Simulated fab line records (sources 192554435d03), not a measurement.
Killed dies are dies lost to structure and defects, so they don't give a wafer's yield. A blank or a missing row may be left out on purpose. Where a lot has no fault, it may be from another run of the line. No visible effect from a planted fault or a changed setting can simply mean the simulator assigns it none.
fab line records	flow n5_finfet
[record] lots = 8	wafers = 23	last_day = 17
route steps=1938 shown BEOL_M3@971 BEOL_M4@1111 PASSIVATION@1936
lots that met no fault: from a run of the same line without faults
start_h: the number of hours between the record's first day and the start of the first shown wafer of the lot	wait_h: time in hours since the lot's previous step	" the same as in the row above	L1.1+2: several wafers, shown together as one row	- either no value or no given start	* or withheld: withheld	< > ~ a bound
route shown NAME@n: NAME is a module with steps in the file, n the number in the route of the first one	usual: the fault-free wafers' mean and standard deviation	same: alike in all rows	chamber/n: place in a boat	sites: readings site by site	_std_site: standard deviation of those values	_edge_site: mean of outer sites minus mean of inner sites	radius_mm: for every site, how far away it sits from the centre of the wafer	mask NAME#n: copy n	behind: the last tool/chamber to shape the wafer	hold: the reason the lot was held/the length of the hold in hours/how it ended	device: transistor that didn't switch, given as n, p or np	end of line: tests of these same wafers at the route's end	a step with no rows: only its recipe	killed: at the first sort, the dies lost to defects and structure; wafer yield is something else	map: per-die view of a wafer (x killed, . not killed, _ where there is no die)
set.NAME: the setting as run; set.NAME@STEP: as run at that earlier step	model.NAME: the simulator's own value behind a step, which no gauge read
route steps across a sampled set of lots; one table per step, one row per wafer
services: when a tool's chamber went out of use (start_h, in hours from the record's first day, below 0 if earlier), for how many hours, and the reason
[[steps]]
[step N5_BEOL_M3_ETCH_69]
[recipe] chemistry = CF4	target = SiARC	target_depth_a = 156	mask_material = CAR-EUV	time_s = 26	ion_energy_ev = 80	pressure_mtorr = 40	source_w = 545	bias_w = 36	Ar_flow_sccm = 100	cf4_flow_sccm = 100	ends = cleared
[usual] bias_w = 36.01/0.11	drypump_motor_current_A = 5.88/0.27	etch_rf_on_time_s = 25.9/1.1	oes_product_au = 0.65/0.058	rf_vpp_V = 184.2/1	showerhead_plenum_p_Torr = 2.15/0.052	throttle_valve_pct = 15.63/0.21
lot.wafer	tool	chamber	start_h	wait_h	bias_w	drypump_motor_current_A	etch_rf_on_time_s	oes_product_au	rf_hours_counter_h	rf_vpp_V	showerhead_plenum_p_Torr	throttle_valve_pct
L626.3	rie_diel-02	1	145.23	0.0	36.19	5.99	24.8	0.74	51	185.3	2.26	15.31
L626.4	"	2	"	"	36.07	5.99	25.0	0.65	-	183.1	2.14	15.38
L626.5	"	0	"	"	36.02	5.47	26.5	0.80	-	183.1	2.12	15.40
L628.2	rie_diel-03	3	159.67	0.0	36.11	5.81	26.4	0.61	217	184.9	2.20	15.54
L628.5	"	2	"	"	36.06	6.04	24.1	0.71	-	184.7	2.18	15.62
L628.6	"	1	"	"	35.85	5.48	26.9	0.59	-	185.2	2.12	15.94
L633.2	rie_diel-06	2	187.89	0.0	36.07	6.02	24.5	0.62	200	183.1	2.10	15.59
L633.4	"	0	"	"	36.07	5.76	25.9	0.62	174	185.2	2.21	15.64
L633.6	"	0	"	"	35.93	5.78	25.8	0.62	-	186.9	2.21	15.66
L637.1	rie_diel-03	2	208.81	0.0	35.94	6.05	24.5	0.69	93	184.0	2.17	15.64
L637.6	"	1	"	"	35.98	5.48	26.8	0.59	-	184.7	2.11	15.97
L641.2	rie_diel-06	0	229.61	0.0	35.85	5.77	25.6	0.62	188	185.0	2.20	15.68
L641.5	"	1	"	"	35.79	6.52	26.9	0.71	-	184.8	2.19	15.37
L641.6	"	0	"	"	35.95	5.79	25.7	0.62	-	184.9	2.20	15.70
L640.1	rie_diel-03	3	229.85	0.0	35.92	5.82	26.4	0.59	239	182.8	2.19	15.61
L640.3	"	0	"	"	36.06	5.73	25.2	0.64	182	184.6	2.06	15.76
L640.6	"	3	"	"	36.05	5.85	26.3	0.59	-	184.1	2.19	15.59
L647.3	rie_diel-06	1	277.90	0.0	35.99	6.50	27.1	0.68	83	185.1	2.19	15.40
L647.4	"	0	"	"	36.12	5.78	25.9	0.60	203	184.2	2.20	15.72
L647.5	"	1	"	"	36.11	6.48	27.3	0.68	-	183.0	2.19	15.40
L649.1	rie_diel-03	0	283.73	0.0	36.01	5.73	25.2	0.63	194	182.8	2.06	15.79
L649.2	"	2	"	"	36.01	6.06	24.3	0.68	119	184.3	2.17	15.72
L649.6	"	2	"	"	36.02	6.04	24.5	0.67	-	183.5	2.17	15.71
[step N5_BEOL_M3_ETCHBACK_99]
[recipe] chemistry = CHF3	target = SiO2	target_depth_a = 50	time_s = 10.4	source_w = 215	bias_w = 47	Ar_flow_sccm = 200	CHF3_flow_sccm = 12	ion_energy_ev = 100	pressure_mtorr = 30
[usual] drypump_motor_current_A = 5.90/0.27	oes_product_au = 0.78/0.077	rf_vpp_V = 240/9.3	showerhead_plenum_p_Torr = 2.16/0.059	throttle_valve_pct = 17.00/0.21
lot.wafer	tool	chamber	start_h	wait_h	drypump_motor_current_A	oes_product_au	rf_hours_counter_h	rf_vpp_V	showerhead_plenum_p_Torr	throttle_valve_pct
L626.3	rie_diel-06	0	147.64	1.6	5.78	0.74	163	242	2.22	17.05
L626.4	"	1	"	"	6.49	0.86	45	249	2.21	16.81
L626.5	"	1	"	"	6.50	0.87	-	252	2.21	16.84
L628.2	rie_diel-02	1	161.74	1.4	5.98	0.85	57	249	2.27	16.80
L628.5	"	1	"	"	5.98	0.85	-	250	2.27	16.81
L628.6	"	2	"	"	5.99	0.75	-	230	2.17	16.94
L633.2	rie_diel-06	0	193.49	5.2	5.80	0.71	176	242	2.22	17.07
L633.4	"	2	"	"	6.03	0.71	202	238	2.10	17.01
L633.6	"	2	"	"	6.04	0.72	-	237	2.10	17.01
L637.1	rie_diel-02	3	210.11	1.2	6.14	0.91	20	225	2.12	16.82
L637.6	"	0	"	"	5.51	0.90	-	246	2.10	16.80
L641.2	rie_diel-02	2	229.97	0.1	5.97	0.72	182	230	2.16	16.99
L641.5	"	2	"	"	5.97	0.73	-	229	2.16	16.99
L641.6	"	0	"	"	5.52	0.88	-	247	2.10	16.83
L640.1	rie_diel-06	2	230.07	0.1	6.02	0.71	212	236	2.09	17.02
L640.3	"	0	"	"	5.79	0.72	188	242	2.21	17.09
L640.6	"	3	"	"	5.79	0.68	-	236	2.14	17.45
L647.3	rie_diel-02	2	278.43	0.4	5.96	0.71	198	230	2.16	17.01
L647.4	"	0	"	"	5.47	0.85	49	249	2.09	16.86
L647.5	"	2	"	"	5.97	0.72	-	231	2.16	17.02
L649.1	rie_diel-02	0	284.22	0.3	5.48	0.85	50	247	2.09	16.87
L649.2	"	1	"	"	5.98	0.80	96	248	2.26	16.87
L649.6	"	1	"	"	5.98	0.79	-	249	2.26	16.87
[step N5_BEOL_M3_VIA_ETCH_34]
[recipe] chemistry = C4F6/O2	target_depth_a = 694	mask_material = SOC	pressure_mtorr = 15	ion_energy_ev = 250	taper_deg = 4	time_s = 65.9	source_w = 350	bias_w = 170	Ar_flow_sccm = 300	C4F6_flow_sccm = 10	O2_flow_sccm = 10
[usual] bias_w = 170.0/0.54	drypump_motor_current_A = 5.90/0.27	oes_product_au = 0.78/0.077	rf_vpp_V = 664/24	showerhead_plenum_p_Torr = 2.86/0.075	throttle_valve_pct = 30.67/0.24
lot.wafer	tool	chamber	start_h	wait_h	bias_w	drypump_motor_current_A	oes_product_au	rf_hours_counter_h	rf_vpp_V	showerhead_plenum_p_Torr	throttle_valve_pct
L626.3	rie_diel-06	0	147.77	0.0	169.4	5.81	0.73	163	666	2.93	30.59
L626.4	"	1	"	"	170.1	6.47	0.87	45	691	2.92	30.85
L626.5	"	1	"	"	170.5	6.49	0.87	-	692	2.92	30.86
L628.2	rie_diel-02	1	161.88	0.0	170.6	5.98	0.86	57	687	3.00	30.46
L628.5	"	1	"	"	170.4	5.97	0.86	-	686	2.99	30.46
L628.6	"	2	"	"	169.7	5.97	0.76	-	639	2.86	30.49
L633.2	rie_diel-06	0	193.63	0.0	169.4	5.79	0.71	176	667	2.93	30.60
L633.4	"	2	"	"	169.8	6.06	0.71	202	657	2.78	30.43
L633.6	"	2	"	"	170.3	6.05	0.71	-	657	2.78	30.44
L637.1	rie_diel-02	3	210.25	0.0	170.4	6.16	0.90	20	622	2.80	30.65
L637.6	"	0	"	"	169.4	5.47	0.88	-	684	2.77	30.68
L641.2	rie_diel-02	2	230.11	0.0	170.2	5.94	0.73	183	639	2.85	30.52
L641.5	"	2	"	"	171.2	5.93	0.72	-	638	2.85	30.50
L641.6	"	0	"	"	169.6	5.47	0.87	-	685	2.77	30.70
L640.1	rie_diel-06	2	230.21	0.0	169.0	6.08	0.71	213	658	2.77	30.45
L640.3	"	0	"	"	169.3	5.78	0.71	188	668	2.92	30.63
L640.6	"	3	"	"	170.9	5.76	0.68	-	652	2.82	31.18
L647.3	rie_diel-02	2	278.57	0.0	170.4	5.98	0.71	198	637	2.85	30.53
L647.4	"	0	"	"	171.1	5.52	0.85	49	684	2.76	30.71
L647.5	"	2	"	"	169.6	5.94	0.72	-	637	2.85	30.53
L649.1	rie_diel-02	0	284.36	0.0	170.7	5.48	0.85	51	683	2.76	30.73
L649.2	"	1	"	"	169.2	5.96	0.81	96	686	2.98	30.52
L649.6	"	1	"	"	169.8	5.98	0.79	-	685	2.98	30.51
[step N5_BEOL_M3_TRENCH_ETCH_37]
[recipe] chemistry = C4F6/O2	target_depth_a = 555.55	target = SiOC	time_s = 29.2	ion_energy_ev = 250	pressure_mtorr = 30	source_w = 355	bias_w = 185	Ar_flow_sccm = 300	C4F6_flow_sccm = 10	O2_flow_sccm = 10
[usual] bias_w = 185.1/0.56	drypump_motor_current_A = 5.90/0.27	oes_product_au = 0.78/0.077	rf_vpp_V = 664/25	showerhead_plenum_p_Torr = 2.86/0.075	throttle_valve_pct = 20.77/0.21
lot.wafer	tool	chamber	start_h	wait_h	bias_w	drypump_motor_current_A	oes_product_au	rf_hours_counter_h	rf_vpp_V	showerhead_plenum_p_Torr	throttle_valve_pct
L626.3	rie_diel-06	0	147.87	-	186.0	5.80	0.73	164	666	2.94	20.80
L626.4	"	1	"	"	185.0	6.52	0.86	45	693	2.93	20.67
L626.5	"	1	"	"	185.9	6.49	0.87	-	692	2.92	20.67
L628.2	rie_diel-02	1	161.98	-	185.7	6.00	0.84	57	686	3.00	20.58
L628.5	"	1	"	"	184.9	5.97	0.84	-	686	3.00	20.58
L628.6	"	2	"	"	185.9	5.98	0.74	-	638	2.87	20.72
L633.2	rie_diel-06	0	193.73	-	184.4	5.78	0.71	176	665	2.93	20.81
L633.4	"	2	"	"	186.3	6.03	0.71	202	657	2.78	20.70
L633.6	"	2	"	"	184.8	6.03	0.71	-	657	2.78	20.70
L637.1	rie_diel-02	3	210.35	-	185.0	6.14	0.91	20	620	2.80	20.65
L637.6	"	0	"	"	185.2	5.44	0.89	-	684	2.78	20.61
L641.2	rie_diel-02	2	230.21	-	184.3	5.97	0.72	183	636	2.86	20.75
L641.5	"	2	"	"	184.7	5.98	0.73	-	640	2.86	20.76
L641.6	"	0	"	"	185.4	5.53	0.88	-	683	2.78	20.62
L640.1	rie_diel-06	2	230.31	-	184.7	6.03	0.71	213	658	2.78	20.74
L640.3	"	0	"	"	184.9	5.78	0.71	188	667	2.93	20.83
L640.6	"	3	"	"	186.0	5.80	0.68	-	654	2.83	21.24
L647.3	rie_diel-02	2	278.67	-	149.4	6.00	0.69	198	536	2.85	20.76
L647.4	"	0	"	"	148.9	5.48	0.81	49	575	2.77	20.64
L647.5	"	2	"	"	149.1	5.97	0.69	-	535	2.85	20.75
L649.1	rie_diel-02	0	284.46	-	149.8	5.44	0.81	51	575	2.77	20.62
L649.2	"	1	"	"	149.0	5.98	0.76	96	578	2.98	20.64
L649.6	"	1	"	"	148.7	5.98	0.76	-	576	2.98	20.63
[step N5_BEOL_M3_OCD_MEAS_38]
[usual] trench_depth_nm = 55.4/1.4
lot.wafer	tool	chamber	start_h	wait_h	trench_depth_nm
L626.3	ocd-02	-	148.03	-	54.7
L626.4	"	-	"	"	54.0
L626.5	"	-	"	"	53.9
L628.2	ocd-02	-	162.14	-	56.8
L628.5	"	-	"	"	56.1
L628.6	"	-	"	"	56.0
L633.2	ocd-01	-	193.88	-	54.7
L633.4	"	-	"	"	56.6
L633.6	"	-	"	"	56.8
L637.1	ocd-02	-	210.50	-	57.2
L637.6	"	-	"	"	56.1
L641.2	ocd-02	-	230.36	-	55.1
L641.5	"	-	"	"	54.7
L641.6	"	-	"	"	54.8
L640.1	ocd-01	-	230.46	-	57.8
L640.3	"	-	"	"	54.9
L640.6	"	-	"	"	52.5
L647.3	ocd-02	-	278.82	-	51.5
L647.4	"	-	"	"	50.9
L647.5	"	-	"	"	51.1
L649.1	ocd-01	-	284.61	-	50.7
L649.2	"	-	"	"	52.7
L649.6	"	-	"	"	52.1
[step N5_BEOL_M4_RC_MEAS_101]
[usual] DIBL_N = 36.8/2.2	DIBL_P = 37.1/2.8	IOFF_N = 0.17/0.04	IOFF_P = 0.22/0.049	ION_N = 672/16	ION_P = 460/9.2	SS_N = 71.6/0.69	SS_P = 73.5/0.78	VT_N = 249/3.6	VT_P = -250/3.9
lot.wafer	tool	chamber	start_h	wait_h	DIBL_N[mV/V]	DIBL_P[mV/V]	IOFF_N[nA/um]	IOFF_P[nA/um]	ION_N[uA/um]	ION_P[uA/um]	SS_N[mV/dec]	SS_P[mV/dec]	VT_N[mV]	VT_P[mV]
L626.3	prober-01	0	158.88	0.3	34.6	32.9	0.13	0.15	677	457	71.2	72.6	251	-253
L626.4	"	0	"	"	39.5	37.6	0.21	0.21	667	451	72.4	74.0	249	-253
L626.5	"	0	"	"	40.4	38.7	0.24	0.22	674	450	72.4	73.6	247	-254
L628.2	prober-02	0	177.80	0.2	35.8	33.7	0.13	0.16	652	444	71.7	73.2	256	-257
L628.5	"	0	"	"	37.0	36.1	0.14	0.19	650	448	72.7	73.2	258	-255
L628.6	"	0	"	"	36.4	35.2	0.14	0.18	658	447	72.3	72.8	253	-256
L633.2	prober-02	0	207.81	0.2	39.7	40.3	0.22	0.27	696	471	72.1	74.9	244	-250
L633.4	"	0	"	"	41.1	40.2	0.22	0.25	664	456	71.5	73.9	246	-250
L633.6	"	0	"	"	41.0	41.1	0.23	0.27	691	469	72.2	74.3	244	-247
L637.1	prober-01	0	226.17	0.0	32.9	31.9	0.10	0.13	647	440	70.6	71.9	260	-257
L637.6	"	0	"	"	37.9	39.1	0.19	0.24	674	455	71.9	74.7	247	-251
L641.2	prober-01	0	243.33	0.2	38.5	37.9	0.19	0.23	677	463	71.9	73.2	249	-249
L641.5	"	0	"	"	36.3	34.9	0.14	0.18	656	455	71.9	72.3	252	-253
L641.6	"	0	"	"	38.6	39.1	0.19	0.26	683	467	71.8	73.4	246	-248
L640.1	prober-01	0	254.96	0.0	37.3	36.9	0.17	0.24	691	473	71.6	73.0	249	-243
L640.3	"	0	"	"	34.7	34.5	0.13	0.22	666	471	71.1	72.8	249	-247
L640.6	"	0	"	"	36.9	37.7	0.17	0.27	687	484	71.4	72.6	248	-244
L647.3	prober-01	0	303.00	0.3	33.6	34.4	0.12	0.17	652	450	70.6	71.7	253	-255
L647.4	"	0	"	"	33.7	34.7	0.13	0.18	679	462	70.8	72.1	250	-251
L647.5	"	0	"	"	32.7	33.9	0.11	0.17	653	455	70.9	72.8	253	-253
L649.1	prober-01	0	304.53	0.0	37.5	38.1	0.20	0.27	678	460	72.5	73.3	244	-244
L649.2	"	0	"	"	37.0	37.6	0.18	0.27	678	468	71.6	73.6	248	-244
L649.6	"	0	"	"	37.4	38.8	0.21	0.29	691	465	72.0	72.6	245	-242
[step N5_PASSIVATION_PROBE_49]
[usual] defect_limited_yield = 91.1/1.5	killed_at_M0_to_M3 = 35/11	killed_at_M4_up = 13/5.7	killed_at_contacts = 12/5.7	killed_at_front_end = 40/11	killed_at_other = 4/4.4	killed_dies = 105/18	killed_open = 68/14	killed_short = 34/7.4	sort_bin_5_function = 5.2/1	sort_bin_6_memory = 3.3/0.67	sort_bin_8_speed = 0.04/0.29	sort_n_pass = 1074/18	sort_yield_pct = 91.0/1.5
[same] gross_dies = 1180	killed_at_back_side = 0	sort_bin_4_leakage[%] = 0
lot.wafer	tool	chamber	start_h	wait_h	defect_limited_yield[%]	killed_at_M0_to_M3	killed_at_M4_up	killed_at_contacts	killed_at_front_end	killed_at_other	killed_dies	killed_open	killed_short	sort_bin_5_function[%]	sort_bin_6_memory[%]	sort_bin_8_speed[%]	sort_n_pass	sort_yield_pct[%]
L637.1	prober-02	-	332.75	0.0	94.9	16	9	3	27	5	60	38	22	2.7	2.2	0.08	1119	94.8
L637.6	prober-02	-	333.00	0.3	94.2	11	15	12	30	1	69	46	22	3.1	2.6	0	1111	94.2
L647.3	prober-02	-	401.41	0.1	90.8	31	5	12	44	16	108	52	46	5.6	3.1	0	1072	90.8
L647.4	prober-02	-	401.46	0.2	83.7	32	7	30	42	81	192	80	32	11.9	4.1	0	988	83.7
L647.5	prober-02	-	401.51	0.2	83.0	25	13	17	40	106	201	63	40	13.7	3.1	0	979	83.0
// killed by level:class
L637.1 BEOL_M1:geometric_particle:open=8 FIN_SAQP:geometric_particle:short=7 FIN_SAQP:geometric_particle:open=5 BEOL_M4:geometric_particle:open=4 BEOL_M0_SAQP:geometric_particle:short=3 BEOL_M0_SAQP:geometric_particle:open=3 STARTING-WAFER:geometric_particle:open=3 STI_FIN_REVEAL:geometric_particle:open=2
L637.6 MOL_CONTACT_COAG:geometric_particle:open=10 BEOL_M4:geometric_particle:open=9 STI_FIN_REVEAL:geometric_particle:open=8 FIN_SAQP:geometric_particle:short=7 BEOL_M0_SAQP:geometric_particle:open=4 FIN_SAQP:geometric_particle:open=3 STI_FIN_REVEAL:geometric_particle:short=3 BEOL_M2:geometric_particle:open=3
L647.3 MOL_CONTACT_COAG:geometric_particle:open=9 FIN_SAQP:geometric_particle:short=8 GATE_CUT:geometric_particle:short=8 PASSIVATION:area_etch=8 STI_FIN_REVEAL:geometric_particle:open=7 BEOL_M0_SAQP:geometric_particle:open=7 BEOL_M0_SAQP:geometric_particle:short=6 BEOL_M1:geometric_particle:open=5
L647.4 PASSIVATION:area_etch=78 MOL_CONTACT_COAG:geometric_particle:open=24 STI_FIN_REVEAL:geometric_particle:open=16 BEOL_M0:geometric_particle:open=10 FIN_SAQP:geometric_particle:short=8 BEOL_M1:geometric_particle:open=8 MOL_CONTACT_COAG:geometric_particle:short=6 STI_FIN_REVEAL:geometric_particle:short=5
L647.5 PASSIVATION:area_etch=97 MOL_CONTACT_COAG:geometric_particle:open=15 GATE_CUT:geometric_particle:short=7 FIN_SAQP:geometric_particle:short=6 STI_FIN_REVEAL:geometric_particle:open=6 BEOL_M0_SAQP:geometric_particle:open=6 BEOL_M1:geometric_particle:open=5 BEOL_M4:geometric_particle:short=5
[[services]]
tool	chamber	start_h	hours	kind
rie_diel-02	3	133.06	-	clean
rie_diel-02	3	133.06	-	consumable_replace:focus_ring
rie_diel-02	3	133.06	21.0	scheduled_down
rie_diel-02	3	133.06	21.0	vent_cycle
rie_diel-03	-	220.73	0.9	repair
rie_diel-02	3	229.20	1.3	repair
rie_diel-03	0	237.94	16.9	repair
rie_diel-03	3	265.27	-	clean
rie_diel-03	3	265.27	-	consumable_replace:esc
rie_diel-03	3	265.27	-	consumable_replace:focus_ring
rie_diel-03	3	265.27	20.3	scheduled_down
rie_diel-03	3	265.27	20.3	vent_cycle
[[key]]
[first_sign] step = N5_BEOL_M3_TRENCH_ETCH_37	reading = bias_w	direction = down	sigmas = 64	usual = *	struck = *
[effect] step = N5_BEOL_M3_TRENCH_ETCH_37	reading = rf_vpp_V	direction = down	sigmas = 4.1	usual = 664	struck = 562
[effect] step = N5_BEOL_M3_OCD_MEAS_38	reading = trench_depth_nm	direction = down	sigmas = 2.9	usual = 55.4	struck = 51.5
met_at N5_BEOL_M3_TRENCH_ETCH_37
struck_lots L647,L649
[baseline_loss] step = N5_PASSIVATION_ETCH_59	wafers = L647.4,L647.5
not_acting_at N5_BEOL_M3_ETCH_69,N5_BEOL_M3_ETCHBACK_99,N5_BEOL_M3_VIA_ETCH_34
onset_between 230.21 278.67
[fault] kind = process_parameter_drift	tool = rie_diel-02	chamber = -	onset_h = 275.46	steps = N5_BEOL_M3_TRENCH_ETCH_37	channel = bias_w	offset = *	shape = step	end_h = 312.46	acts_in = *	stated = *
// baseline_loss: these wafers lose ten dies or more at that step, a loss of the line's own and not of a fault; the sort's usual values leave them out
